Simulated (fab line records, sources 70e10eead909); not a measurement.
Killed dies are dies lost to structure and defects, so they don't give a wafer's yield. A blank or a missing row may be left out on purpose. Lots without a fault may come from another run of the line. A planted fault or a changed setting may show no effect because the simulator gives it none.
Which tool did it? | flow nand_harc | 18 lots, 54 wafers sampled, at 6 steps of a route of 1159

WHAT THE GAUGES READ, wafer by wafer
The record holds no reading of a measuring or inspecting step that can be judged against a usual standard deviation.

WHICH TOOL RAN EACH LOT (tool, then ch and the chambers of the sampled wafers, then the start)
lot  | NHARC_A_CHANNEL_FILL_D1_STRIP_29              | NHARC_A_STAIRCASE_DESCUM_168       | NHARC_A_STAIRCASE_TRIM_16                     | NHARC_A_STAIRCASE_TRIM_22                     | NHARC_A_STAIRCASE_TRIM_196         | NHARC_A_STAIRCASE_ETCH_197
L075 | rie_diel-08 ch 1,2,3, day 11 06:16 or earlier | rie_diel-13 ch 0,1,3, day 11 06:16 | rie_diel-13 ch 0,2,3, day 11 12:48 or earlier | rie_diel-13 ch 0,1,2, day 11 12:48 or earlier | rie_diel-03 ch 0,2,3, day 11 12:48 | rie_diel-03 ch 0,1,3, no start
L076 | rie_diel-05 ch 1,3, day 11 06:26 or earlier   | rie_diel-01 ch 0,2,3, day 11 06:26 | rie_diel-03 ch 0,2,3, day 11 13:50 or earlier | rie_diel-03 ch 0,2,3, day 11 13:50 or earlier | rie_diel-01 ch 0,1,2, day 11 13:50 | rie_diel-01 ch 0,1,2, no start
L078 | rie_diel-08 ch 1,2,3, day 11 09:52 or earlier | rie_diel-01 ch 0,1,3, day 11 09:52 | rie_diel-01 ch 0,1,2, day 11 17:01 or earlier | rie_diel-13 ch 0,1,2, day 11 17:01 or earlier | rie_diel-03 ch 0,1,2, day 11 17:01 | rie_diel-03 ch 0,2,3, no start
L074 | rie_diel-05 ch 0,1,2, day 11 10:02 or earlier | rie_diel-01 ch 1,2,3, day 11 10:02 | rie_diel-01 ch 0,1,2, day 11 17:48 or earlier | rie_diel-03 ch 2,3, day 11 17:48 or earlier   | rie_diel-13 ch 0,2, day 11 17:48   | rie_diel-13 ch 1,2,3, no start
L079 | rie_diel-08 ch 0,1,2, day 11 14:22 or earlier | rie_diel-03 ch 0,2,3, day 11 14:22 | rie_diel-01 ch 0,1,3, day 12 02:22 or earlier | rie_diel-13 ch 1,2,3, day 12 02:22 or earlier | rie_diel-01 ch 0,2,3, day 12 02:22 | rie_diel-01 ch 0,1,2, no start
L082 | rie_diel-05 ch 0,1,3, day 12 17:46 or earlier | rie_diel-03 ch 1,2,3, day 12 17:46 | rie_diel-03 ch 0,2, day 13 01:30 or earlier   | rie_diel-13 ch 0,2,3, day 13 01:30 or earlier | rie_diel-01 ch 1,2,3, day 13 01:30 | rie_diel-01 ch 0,1, no start
L083 | rie_diel-08 ch 0,1,3, day 12 17:34 or earlier | rie_diel-01 ch 1,2, day 12 17:34   | rie_diel-01 ch 0,1,2, day 13 01:08 or earlier | rie_diel-01 ch 0,1, day 13 01:08 or earlier   | rie_diel-13 ch 1,3, day 13 01:08   | rie_diel-13 ch 0,2,3, no start
L089 | rie_diel-05 ch 2,3, day 13 17:26 or earlier   | rie_diel-03 ch 0,1,3, day 13 17:26 | rie_diel-13 ch 1,3, day 14 00:59 or earlier   | rie_diel-13 ch 0,1,3, day 14 00:59 or earlier | rie_diel-13 ch 1,2,3, day 14 00:59 | rie_diel-13 ch 0,3, no start
L085 | rie_diel-08 ch 0,1,3, day 13 17:37 or earlier | rie_diel-01 ch 0,1,2, day 13 17:37 | rie_diel-13 ch 0,2,3, day 14 03:37 or earlier | rie_diel-01 ch 0,1,3, day 14 03:37 or earlier | rie_diel-13 ch 0,2,3, day 14 03:37 | rie_diel-13 ch 0,2,3, no start
L087 | rie_diel-05 ch 1,2, day 14 01:52 or earlier   | rie_diel-01 ch 1,3, day 14 01:52   | rie_diel-03 ch 0,1, day 14 13:26 or earlier   | rie_diel-13 ch 0,1, day 14 13:26 or earlier   | rie_diel-03 ch 0,3, day 14 13:26   | rie_diel-03 ch 0,3, no start
L086 | rie_diel-08 ch 0,2,3, day 14 08:45 or earlier | rie_diel-03 ch 0,2, day 14 08:45   | rie_diel-13 ch 0,2, day 14 18:35 or earlier   | rie_diel-13 ch 1,2, day 14 18:35 or earlier   | rie_diel-13 ch 0,1,3, day 14 18:35 | rie_diel-13 ch 0,1,2, no start
L088 | rie_diel-05 ch 1,2,3, day 14 15:59 or earlier | rie_diel-01 ch 0,1,3, day 14 15:59 | rie_diel-13 ch 0,2,3, day 15 01:11 or earlier | rie_diel-01 ch 0,1, day 15 01:11 or earlier   | rie_diel-13 ch 1,2,3, day 15 01:11 | rie_diel-13 ch 0,2, no start
L092 | rie_diel-08 ch 1,2, day 15 00:53 or earlier   | rie_diel-13 ch 0,1,3, day 15 00:53 | rie_diel-13 ch 0,1,3, day 15 08:32 or earlier | rie_diel-03 ch 0,2,3, day 15 08:32 or earlier | rie_diel-13 ch 0,1,2, day 15 08:32 | rie_diel-13 ch 0,1,2, no start
L091 | rie_diel-05 ch 0,2,3, day 15 01:07 or earlier | rie_diel-03 ch 0,2, day 15 01:07   | rie_diel-13 ch 1,2,3, day 15 08:18 or earlier | rie_diel-13 ch 0,1,3, day 15 08:18 or earlier | rie_diel-01 ch 1,2,3, day 15 08:18 | rie_diel-01 ch 1,2,3, no start
L093 | rie_diel-08 ch 0,1, day 15 12:28 or earlier   | rie_diel-01 ch 2,3, day 15 12:28   | rie_diel-13 ch 1,2,3, day 15 20:09 or earlier | rie_diel-03 ch 0,3, day 15 20:09 or earlier   | rie_diel-01 ch 1,2,3, day 15 20:09 | rie_diel-01 ch 1,2, no start
L094 | rie_diel-07 ch 0,1,3, day 15 12:14 or earlier | rie_diel-13 ch 2,3, day 15 12:14   | rie_diel-03 ch 0,2,3, day 15 19:48 or earlier | rie_diel-03 ch 0,2,3, day 15 19:48 or earlier | rie_diel-03 ch 0,2,3, day 15 19:48 | rie_diel-03 ch 0,2,3, no start
L095 | rie_diel-08 ch 1,2,3, day 15 21:26 or earlier | rie_diel-03 ch 0,3, day 15 21:26   | rie_diel-03 ch 0,2,3, day 16 07:44 or earlier | rie_diel-13 ch 0,1,3, day 16 07:44 or earlier | rie_diel-13 ch 1,2,3, day 16 07:44 | rie_diel-13 ch 0,2,3, no start
L097 | rie_diel-05 ch 1,3, day 16 02:49 or earlier   | rie_diel-01 ch 0,3, day 16 02:49   | rie_diel-03 ch 0,3, day 16 10:21 or earlier   | rie_diel-13 ch 0,3, day 16 10:21 or earlier   | rie_diel-03 ch 0,3, day 16 10:21   | rie_diel-03 ch 0,3, no start
- NHARC_A_CHANNEL_FILL_D1_STRIP_29: strips in O2, time 20 s.
- NHARC_A_STAIRCASE_DESCUM_168: chemistry O2, time 3 s.
- NHARC_A_STAIRCASE_TRIM_16: chemistry O2, time 211.2 s.
- NHARC_A_STAIRCASE_TRIM_22: chemistry O2, time 211.2 s.
- NHARC_A_STAIRCASE_TRIM_196: chemistry O2, time 211.2 s.
- NHARC_A_STAIRCASE_ETCH_197: etches the open film in C4F8/O2, target depth 100 nm, time 40.5 s.

WHAT THE TOOLS THEMSELVES READ (means of the sampled wafers that have a number; where no wafer has one, the mark that the record gives instead)
NHARC_A_CHANNEL_FILL_D1_STRIP_29. Usual: drypump_motor_current_A 5.7 A, standard deviation 0.45; mfc_ar_sccm 0.006 sccm, standard deviation 0.01; o2_flow_sccm 499.9 sccm, standard deviation 1.5; oes_product_au 0.998 a.u., standard deviation 0.0091; rf_vpp_V 57.9 V, standard deviation 0.84; showerhead_plenum_p_Torr 3.57 Torr, standard deviation 0.15; throttle_valve_pct 17.037 %, standard deviation 0.01.
lot  | tool        | drypump_motor_current_A (A) | mfc_ar_sccm (sccm) | o2_flow_sccm (sccm) | oes_product_au (a.u.) | rf_vpp_V (V) | showerhead_plenum_p_Torr (Torr) | throttle_valve_pct (%) | flag
L075 | rie_diel-08 | 5.4                         | 0.000              | 499.0               | 1.001                 | 58.1         | 3.58                            | 17.036                 |
L076 | rie_diel-05 | 6.0                         | 0.019              | 500.2               | 0.992                 | 58.1         | 3.67                            | 17.038                 |
L078 | rie_diel-08 | 5.4                         | 0.000              | 501.0               | 1.003                 | 57.9         | 3.58                            | 17.042                 |
L074 | rie_diel-05 | 5.5                         | 0.009              | 499.3               | 0.999                 | 56.5         | 3.46                            | 17.037                 |
L079 | rie_diel-08 | 5.7                         | 0.008              | 500.0               | 1.005                 | 57.9         | 3.61                            | 17.036                 |
L082 | rie_diel-05 | 5.7                         | 0.011              | 499.9               | 0.997                 | 57.7         | 3.57                            | 17.037                 |
L083 | rie_diel-08 | 5.6                         | 0.008              | 499.7               | 0.987                 | 57.8         | 3.66                            | 17.027                 |
L089 | rie_diel-05 | 6.1                         | 0.002              | 500.4               | 1.013                 | 57.7         | 3.52                            | 17.041                 |
L085 | rie_diel-08 | 5.6                         | 0.008              | 499.4               | 0.988                 | 57.5         | 3.66                            | 17.028                 |
L087 | rie_diel-05 | 5.9                         | 0.009              | 499.3               | 1.004                 | 58.4         | 3.48                            | 17.041                 |
L086 | rie_diel-08 | 5.7                         | 0.008              | 500.0               | 1.006                 | 57.9         | 3.66                            | 17.029                 |
L088 | rie_diel-05 | 6.1                         | 0.011              | 499.6               | 1.004                 | 58.8         | 3.60                            | 17.040                 |
L092 | rie_diel-08 | 5.4                         | 0.000              | 500.5               | 1.002                 | 57.6         | 3.53                            | 17.037                 |
L091 | rie_diel-05 | 5.7                         | 0.002              | 500.7               | 1.006                 | 58.3         | 3.50                            | 17.049                 |
L093 | rie_diel-08 | 5.6                         | 0.008              | 497.7               | 0.998                 | 57.8         | 3.61                            | 17.036                 |
L094 | rie_diel-07 | 5.8                         | 0.001              | 500.6               | 0.992                 | 58.6         | 3.57                            | 17.038                 |
L095 | rie_diel-08 | 5.4                         | 0.000              | 499.9               | 0.990                 | 57.5         | 3.58                            | 17.044                 |
L097 | rie_diel-05 | 6.0                         | 0.019              | 500.2               | 0.994                 | 58.3         | 3.66                            | 17.026                 |

NHARC_A_STAIRCASE_DESCUM_168. Usual: drypump_motor_current_A 5.9 A, standard deviation 0.39; mfc_ar_sccm 0.005 sccm, standard deviation 0.0068; o2_flow_sccm 200.0 sccm, standard deviation 0.61; oes_product_au 0.997 a.u., standard deviation 0.01; rf_vpp_V 57.7 V, standard deviation 0.88; showerhead_plenum_p_Torr 1.87 Torr, standard deviation 0.079; throttle_valve_pct 11.312 %, standard deviation 0.0096.
lot  | tool        | drypump_motor_current_A (A) | mfc_ar_sccm (sccm) | o2_flow_sccm (sccm) | oes_product_au (a.u.) | rf_vpp_V (V) | showerhead_plenum_p_Torr (Torr) | throttle_valve_pct (%) | flag
L075 | rie_diel-13 | 5.9                         | 0.003              | 200.1               | 1.004                 | 57.9         | 1.86                            | 11.321                 |
L076 | rie_diel-01 | 5.8                         | 0.004              | 200.2               | 0.988                 | 57.9         | 1.86                            | 11.318                 |
L078 | rie_diel-01 | 5.7                         | 0.004              | 200.5               | 0.990                 | 57.5         | 1.87                            | 11.307                 |
L074 | rie_diel-01 | 5.7                         | 0.001              | 199.7               | 1.003                 | 58.0         | 1.83                            | 11.313                 |
L079 | rie_diel-03 | 6.1                         | 0.008              | 200.5               | 1.003                 | 58.3         | 1.86                            | 11.314                 |
L082 | rie_diel-03 | 6.2                         | 0.008              | 200.1               | 1.013                 | 57.9         | 1.82                            | 11.302                 |
L083 | rie_diel-01 | 6.1                         | 0.000              | 200.3               | 1.000                 | 57.7         | 1.84                            | 11.314                 |
L089 | rie_diel-03 | 6.0                         | 0.000              | 199.9               | 1.009                 | 57.7         | 1.86                            | 11.316                 |
L085 | rie_diel-01 | 6.0                         | 0.003              | 200.5               | 0.988                 | 57.6         | 1.88                            | 11.311                 |
L087 | rie_diel-01 | 5.4                         | 0.003              | 200.6               | 0.986                 | 57.2         | 1.80                            | 11.300                 |
L086 | rie_diel-03 | 6.0                         | 0.008              | 200.8               | 1.004                 | 57.3         | 1.85                            | 11.304                 |
L088 | rie_diel-01 | 5.7                         | 0.004              | 200.0               | 0.997                 | 57.8         | 1.86                            | 11.315                 |
L092 | rie_diel-13 | 5.9                         | 0.003              | 200.1               | 1.005                 | 56.9         | 1.95                            | 11.310                 |
L091 | rie_diel-03 | 6.2                         | 0.017              | 199.6               | 1.001                 | 57.9         | 1.81                            | 11.316                 |
L093 | rie_diel-01 | 5.9                         | 0.001              | 200.2               | 0.995                 | 57.9         | 1.81                            | 11.300                 |
L094 | rie_diel-13 | 6.1                         | 0.011              | 200.5               | 0.994                 | 58.2         | 2.00                            | 11.311                 |
L095 | rie_diel-03 | 5.9                         | 0.000              | 200.6               | 1.004                 | 57.2         | 1.89                            | 11.311                 |
L097 | rie_diel-01 | 5.8                         | 0.007              | 199.3               | 0.987                 | 57.4         | 1.90                            | 11.313                 |

NHARC_A_STAIRCASE_TRIM_16. Usual: drypump_motor_current_A 6.0 A, standard deviation 0.42; mfc_ar_sccm 0.006 sccm, standard deviation 0.0076; o2_flow_sccm 499.9 sccm, standard deviation 1.6; oes_product_au 0.999 a.u., standard deviation 0.01; rf_vpp_V 57.6 V, standard deviation 1.1; showerhead_plenum_p_Torr 3.49 Torr, standard deviation 0.16; throttle_valve_pct 17.037 %, standard deviation 0.0094.
lot  | tool        | drypump_motor_current_A (A) | mfc_ar_sccm (sccm) | o2_flow_sccm (sccm) | oes_product_au (a.u.) | rf_vpp_V (V) | showerhead_plenum_p_Torr (Torr) | throttle_valve_pct (%) | flag
L075 | rie_diel-13 | 5.8                         | 0.006              | 498.9               | 1.004                 | 57.9         | 3.42                            | 17.042                 |
L076 | rie_diel-03 | 6.1                         | 0.008              | 500.6               | 1.004                 | 57.2         | 3.44                            | 17.039                 |
L078 | rie_diel-01 | 6.0                         | 0.003              | 499.8               | 0.989                 | 57.9         | 3.48                            | 17.037                 |
L074 | rie_diel-01 | 6.0                         | 0.003              | 498.8               | 0.996                 | 58.1         | 3.48                            | 17.032                 |
L079 | rie_diel-01 | 5.7                         | 0.004              | 499.6               | 0.993                 | 58.4         | 3.46                            | 17.038                 |
L082 | rie_diel-03 | 6.1                         | 0.017              | 500.0               | 1.008                 | 56.5         | 3.37                            | 17.031                 |
L083 | rie_diel-01 | 6.0                         | 0.003              | 501.2               | 0.987                 | 56.3         | 3.47                            | 17.038                 |
L089 | rie_diel-13 | 6.3                         | 0.005              | 500.4               | 0.991                 | 58.0         | 3.69                            | 17.035                 |
L085 | rie_diel-13 | 5.8                         | 0.006              | 499.6               | 0.991                 | 58.9         | 3.59                            | 17.043                 |
L087 | rie_diel-03 | 6.0                         | 0.000              | 498.0               | 1.001                 | 57.6         | 3.42                            | 17.046                 |
L086 | rie_diel-13 | 5.7                         | 0.009              | 499.4               | 0.996                 | 57.3         | 3.53                            | 17.038                 |
L088 | rie_diel-13 | 5.8                         | 0.006              | 499.5               | 0.995                 | 58.3         | 3.59                            | 17.037                 |
L092 | rie_diel-13 | 5.9                         | 0.003              | 500.9               | 1.005                 | 57.9         | 3.59                            | 17.041                 |
L091 | rie_diel-13 | 6.2                         | 0.008              | 499.9               | 0.992                 | 58.0         | 3.68                            | 17.040                 |
L093 | rie_diel-13 | 6.3                         | 0.008              | 499.3               | 1.006                 | 58.3         | 3.68                            | 17.032                 |
L094 | rie_diel-03 | 6.1                         | 0.008              | 498.6               | 1.001                 | 58.8         | 3.42                            | 17.041                 |
L095 | rie_diel-03 | 6.1                         | 0.008              | 499.4               | 1.010                 | 57.1         | 3.42                            | 17.038                 |
L097 | rie_diel-03 | 6.0                         | 0.000              | 499.4               | 0.998                 | 57.3         | 3.49                            | 17.040                 |

NHARC_A_STAIRCASE_TRIM_22. Usual: drypump_motor_current_A 6.0 A, standard deviation 0.44; mfc_ar_sccm 0.006 sccm, standard deviation 0.0078; o2_flow_sccm 500.2 sccm, standard deviation 1.2; oes_product_au 0.999 a.u., standard deviation 0.011; rf_vpp_V 57.7 V, standard deviation 0.89; showerhead_plenum_p_Torr 3.49 Torr, standard deviation 0.16; throttle_valve_pct 17.035 %, standard deviation 0.009.
lot  | tool        | drypump_motor_current_A (A) | mfc_ar_sccm (sccm) | o2_flow_sccm (sccm) | oes_product_au (a.u.) | rf_vpp_V (V) | showerhead_plenum_p_Torr (Torr) | throttle_valve_pct (%) | flag
L075 | rie_diel-13 | 5.8                         | 0.007              | 500.2               | 1.003                 | 58.2         | 3.55                            | 17.030                 |
L076 | rie_diel-03 | 6.1                         | 0.008              | 499.6               | 1.000                 | 57.5         | 3.44                            | 17.035                 |
L078 | rie_diel-13 | 5.8                         | 0.007              | 499.9               | 1.000                 | 57.9         | 3.55                            | 17.032                 |
L074 | rie_diel-03 | 6.3                         | 0.017              | 499.1               | 1.007                 | 57.3         | 3.37                            | 17.041                 |
L079 | rie_diel-13 | 6.2                         | 0.008              | 499.5               | 0.999                 | 58.1         | 3.52                            | 17.044                 |
L082 | rie_diel-13 | 5.8                         | 0.006              | 500.2               | 1.003                 | 58.0         | 3.60                            | 17.042                 |
L083 | rie_diel-01 | 6.0                         | 0.003              | 500.3               | 0.985                 | 57.0         | 3.49                            | 17.034                 |
L089 | rie_diel-13 | 5.9                         | 0.003              | 501.1               | 1.003                 | 58.2         | 3.60                            | 17.030                 |
L085 | rie_diel-01 | 5.7                         | 0.004              | 499.2               | 0.985                 | 57.8         | 3.44                            | 17.029                 |
L087 | rie_diel-13 | 5.9                         | 0.004              | 500.3               | 1.006                 | 57.6         | 3.54                            | 17.029                 |
L086 | rie_diel-13 | 6.2                         | 0.011              | 500.2               | 0.999                 | 58.5         | 3.63                            | 17.037                 |
L088 | rie_diel-01 | 5.9                         | 0.003              | 499.9               | 0.988                 | 58.4         | 3.48                            | 17.047                 |
L092 | rie_diel-03 | 6.1                         | 0.008              | 501.0               | 1.011                 | 57.2         | 3.42                            | 17.040                 |
L091 | rie_diel-13 | 5.9                         | 0.003              | 500.4               | 0.997                 | 57.4         | 3.59                            | 17.035                 |
L093 | rie_diel-03 | 6.0                         | 0.000              | 499.2               | 0.998                 | 57.6         | 3.49                            | 17.031                 |
L094 | rie_diel-03 | 6.1                         | 0.008              | 500.3               | 1.000                 | 56.9         | 3.42                            | 17.038                 |
L095 | rie_diel-13 | 5.9                         | 0.003              | 499.5               | 1.005                 | 58.7         | 3.59                            | 17.039                 |
L097 | rie_diel-13 | 5.9                         | 0.003              | 497.8               | 0.997                 | 58.1         | 3.64                            | 17.030                 |

NHARC_A_STAIRCASE_TRIM_196. Usual: drypump_motor_current_A 5.9 A, standard deviation 0.44; mfc_ar_sccm 0.005 sccm, standard deviation 0.0071; o2_flow_sccm 500.2 sccm, standard deviation 1.7; oes_product_au 1.000 a.u., standard deviation 0.011; rf_vpp_V 57.6 V, standard deviation 0.96; showerhead_plenum_p_Torr 3.48 Torr, standard deviation 0.16; throttle_valve_pct 17.035 %, standard deviation 0.0092.
lot  | tool        | drypump_motor_current_A (A) | mfc_ar_sccm (sccm) | o2_flow_sccm (sccm) | oes_product_au (a.u.) | rf_vpp_V (V) | showerhead_plenum_p_Torr (Torr) | throttle_valve_pct (%) | flag
L075 | rie_diel-03 | 6.1                         | 0.008              | 502.2               | 1.004                 | 57.4         | 3.44                            | 17.025                 |
L076 | rie_diel-01 | 6.1                         | 0.003              | 500.5               | 0.990                 | 57.5         | 3.48                            | 17.027                 |
L078 | rie_diel-03 | 6.1                         | 0.008              | 500.3               | 1.008                 | 57.6         | 3.36                            | 17.039                 |
L074 | rie_diel-13 | 5.3                         | 0.005              | 501.1               | 1.001                 | 57.1         | 3.45                            | 17.032                 |
L079 | rie_diel-01 | 5.8                         | 0.004              | 500.2               | 0.992                 | 57.6         | 3.44                            | 17.029                 |
L082 | rie_diel-01 | 5.8                         | 0.001              | 499.0               | 1.002                 | 57.7         | 3.37                            | 17.049                 |
L083 | rie_diel-13 | 6.3                         | 0.005              | 500.5               | 0.994                 | 58.4         | 3.70                            | 17.035                 |
L089 | rie_diel-13 | 6.2                         | 0.008              | 501.0               | 0.995                 | 58.1         | 3.69                            | 17.031                 |
L085 | rie_diel-13 | 5.8                         | 0.006              | 499.0               | 0.998                 | 58.1         | 3.59                            | 17.033                 |
L087 | rie_diel-03 | 6.1                         | 0.000              | 498.9               | 1.007                 | 57.9         | 3.50                            | 17.034                 |
L086 | rie_diel-13 | 5.9                         | 0.003              | 500.4               | 1.006                 | 58.4         | 3.59                            | 17.040                 |
L088 | rie_diel-13 | 6.2                         | 0.008              | 500.8               | 0.988                 | 57.8         | 3.68                            | 17.041                 |
L092 | rie_diel-13 | 5.7                         | 0.007              | 501.6               | 1.006                 | 57.5         | 3.53                            | 17.030                 |
L091 | rie_diel-01 | 5.8                         | 0.001              | 500.3               | 0.996                 | 56.7         | 3.36                            | 17.027                 |
L093 | rie_diel-01 | 5.7                         | 0.001              | 500.4               | 0.997                 | 57.3         | 3.36                            | 17.027                 |
L094 | rie_diel-03 | 6.1                         | 0.008              | 500.7               | 1.003                 | 57.3         | 3.42                            | 17.030                 |
L095 | rie_diel-13 | 6.2                         | 0.008              | 500.8               | 0.994                 | 57.6         | 3.68                            | 17.038                 |
L097 | rie_diel-03 | 6.1                         | 0.000              | 500.1               | 1.010                 | 57.7         | 3.49                            | 17.032                 |

NHARC_A_STAIRCASE_ETCH_197. Usual: oes_product_au 0.945 a.u., standard deviation 0.016; rf_vpp_V 894 V, standard deviation 5.8.
lot  | tool        | oes_product_au (a.u.) | rf_vpp_V (V) | flag
L075 | rie_diel-03 | 0.942                 | 893          |
L076 | rie_diel-01 | 0.936                 | 895          |
L078 | rie_diel-03 | 0.949                 | 893          |
L074 | rie_diel-13 | 0.942                 | 895          |
L079 | rie_diel-01 | 0.935                 | 894          |
L082 | rie_diel-01 | 0.912                 | 897          |
L083 | rie_diel-13 | 0.939                 | 898          |
L089 | rie_diel-13 | 0.945                 | 900          |
L085 | rie_diel-13 | 0.928                 | 898          |
L087 | rie_diel-03 | 0.931                 | 896          |
L086 | rie_diel-13 | 0.942                 | 897          |
L088 | rie_diel-13 | 0.925                 | 892          |
L092 | rie_diel-13 | 0.953                 | 895          |
L091 | rie_diel-01 | 0.963                 | 890          |
L093 | rie_diel-01 | 0.959                 | 892          |
L094 | rie_diel-03 | 0.956                 | 892          |
L095 | rie_diel-13 | 0.981                 | 898          |
L097 | rie_diel-03 | 0.945                 | 896          |

THE ANSWER, worked out from the rows above alone
Rule: a lot is off if the mean of its wafers that have a number lies more than 3 standard deviations from the usual mean. A lot without any number at a reading at which 4 lots or more have one is off too. The other lots that the step has rows for count as sound. The gauges are gone through in route order, then the tools' own readings, and for those a lot's mean is taken as printed above. The first step at which some lot is off is used, and at that step the reading that is off furthest; a lot without a number counts as furthest.
No lot is off at any reading shown: from this, nothing can be told.

WHAT THE SIMULATOR HAD PUT IN
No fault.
